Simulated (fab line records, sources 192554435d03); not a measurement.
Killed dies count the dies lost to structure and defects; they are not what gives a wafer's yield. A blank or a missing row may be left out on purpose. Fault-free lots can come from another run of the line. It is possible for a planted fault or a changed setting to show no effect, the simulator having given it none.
Lot-split experiment :: flow n5Finfet :: on a route of 1938 steps: 7 lots, 21 wafers read

== ABOUT THE SPLIT ==
At N5_MOL_CONTACT_COAG_EXPOSE_81 (exposes mask VG, defocus 0 nm), the setting doseMj was moved away from the recipe's 59.5 on 9 of the 21 wafers read, by -6.1% to +6.9%. For the rest of the wafers, this setting stayed at what the recipe calls for.

== FROM THE SPLIT TO THE READING: what the file shows between them, 2 steps ==
- N5_MOL_CONTACT_COAG_PEB_82: peb time 60 s
- N5_MOL_CONTACT_COAG_DEVELOP_83: develop time 30 s

== THE READING ==
cdNm at N5_MOL_CONTACT_COAG_CD_MEAS_84, given in nm (cd target 25.1 nm). Fault-free wafers of this fab line usually give 25.17 nm, standard deviation 0.21 nm.

wafer: L074.2
tool, chamber at the split: euvScanner-01, 0
doseMj as run: 59.5
against the recipe: recipe
cdNm, nm: 25.41
against lot-mates on the recipe: -

wafer: L074.5
tool, chamber at the split: euvScanner-01, 0
doseMj as run: 59.5
against the recipe: recipe
cdNm, nm: 25.38
against lot-mates on the recipe: -

wafer: L074.6
tool, chamber at the split: euvScanner-01, 0
doseMj as run: 59.5
against the recipe: recipe
cdNm, nm: 25.18
against lot-mates on the recipe: -

wafer: L077.1
tool, chamber at the split: euvScanner-01, 0
doseMj as run: 59.5
against the recipe: recipe
cdNm, nm: 25.16
against lot-mates on the recipe: -

wafer: L077.3
tool, chamber at the split: euvScanner-01, 0
doseMj as run: 57.29
against the recipe: -3.7%
cdNm, nm: 24.38
against lot-mates on the recipe: -0.66

wafer: L077.4
tool, chamber at the split: euvScanner-01, 0
doseMj as run: 59.5
against the recipe: recipe
cdNm, nm: 24.92
against lot-mates on the recipe: -

wafer: L079.3
tool, chamber at the split: euvScanner-02, 0
doseMj as run: 57.95
against the recipe: -2.6%
cdNm, nm: 24.55
against lot-mates on the recipe: no lot-mate on the recipe

wafer: L079.5
tool, chamber at the split: euvScanner-02, 0
doseMj as run: 57.95
against the recipe: -2.6%
cdNm, nm: 24.72
against lot-mates on the recipe: no lot-mate on the recipe

wafer: L079.6
tool, chamber at the split: euvScanner-02, 0
doseMj as run: 57.95
against the recipe: -2.6%
cdNm, nm: 24.44
against lot-mates on the recipe: no lot-mate on the recipe

wafer: L080.2
tool, chamber at the split: euvScanner-02, 0
doseMj as run: 61.26
against the recipe: +3.0%
cdNm, nm: 25.75
against lot-mates on the recipe: +0.76

wafer: L080.3
tool, chamber at the split: euvScanner-02, 0
doseMj as run: 59.5
against the recipe: recipe
cdNm, nm: 24.74
against lot-mates on the recipe: -

wafer: L080.5
tool, chamber at the split: euvScanner-02, 0
doseMj as run: 59.5
against the recipe: recipe
cdNm, nm: 25.25
against lot-mates on the recipe: -

wafer: L090.4
tool, chamber at the split: euvScanner-01, 0
doseMj as run: 59.5
against the recipe: recipe
cdNm, nm: 25.36
against lot-mates on the recipe: -

wafer: L090.5
tool, chamber at the split: euvScanner-01, 0
doseMj as run: 57.54
against the recipe: -3.3%
cdNm, nm: 24.71
against lot-mates on the recipe: -0.77

wafer: L090.6
tool, chamber at the split: euvScanner-01, 0
doseMj as run: 59.5
against the recipe: recipe
cdNm, nm: 25.61
against lot-mates on the recipe: -

wafer: L093.3
tool, chamber at the split: euvScanner-02, 0
doseMj as run: 55.85
against the recipe: -6.1%
cdNm, nm: 23.91
against lot-mates on the recipe: -0.98

wafer: L093.5
tool, chamber at the split: euvScanner-02, 0
doseMj as run: 55.85
against the recipe: -6.1%
cdNm, nm: 23.91
against lot-mates on the recipe: -0.98

wafer: L093.6
tool, chamber at the split: euvScanner-02, 0
doseMj as run: 59.5
against the recipe: recipe
cdNm, nm: 24.89
against lot-mates on the recipe: -

wafer: L097.1
tool, chamber at the split: euvScanner-02, 0
doseMj as run: 59.5
against the recipe: recipe
cdNm, nm: 25.28
against lot-mates on the recipe: -

wafer: L097.3
tool, chamber at the split: euvScanner-02, 0
doseMj as run: 63.61
against the recipe: +6.9%
cdNm, nm: 26.75
against lot-mates on the recipe: +1.62

wafer: L097.4
tool, chamber at the split: euvScanner-02, 0
doseMj as run: 59.5
against the recipe: recipe
cdNm, nm: 24.98
against lot-mates on the recipe: -

FIT RESULTS
A straight line over all 21 wafers: cdNm changes by +0.212 nm for each +1% of doseMj; r = +0.95; the points scatter about the line by 0.21 nm.
The same after taking each lot's own level away (the mean of its wafers on the recipe; 18 wafers): +0.198 nm for each +1%; r = +0.96; scatter 0.17 nm.
According to that fit, moving doseMj by its largest amount changes the reading by 1.4 nm.
The lots' own levels span 24.890 to 25.485 nm, that is 2.8 times the standard deviation above.
Hence the lot-to-lot level has little effect on the slope; both slopes agree.
Check: with one of the wafers moved furthest among these (+6.9%) left out of the fit, the line predicts +1.26 nm for it against its lot-mates. It came out at +1.62 nm against them.

== ADDITIONAL SPLITS CARRIED BY THESE WAFERS ==
Other splits were also applied to these wafers ahead of the reading. Each is held against what the fit with the lots' levels taken away leaves over:
other split on the same wafers: N5_SD_ACTIVATION_LSA_01 tempC
wafers away from the commonest value: 6
r with cdNm (lot level and that fit taken away): +0.14

other split on the same wafers: N5_HKMG_FIN_EXPOSE_09 doseMj
wafers away from the commonest value: 9
r with cdNm (lot level and that fit taken away): -0.07

other split on the same wafers: N5_HKMG_FIN_PEB_10 pebTimeS
wafers away from the commonest value: 8
r with cdNm (lot level and that fit taken away): +0.26

other split on the same wafers: N5_GATE_CUT_COAT_34 spinRpm
wafers away from the commonest value: 7
r with cdNm (lot level and that fit taken away): +0.13

other split on the same wafers: N5_MOL_CONTACT_COAG_CONTACT_ETCH_14 sourceW
wafers away from the commonest value: 10
r with cdNm (lot level and that fit taken away): +0.31

== FILE'S OWN FIT ==
cdNm changes by +0.206 nm for each +1% of doseMj, r = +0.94.
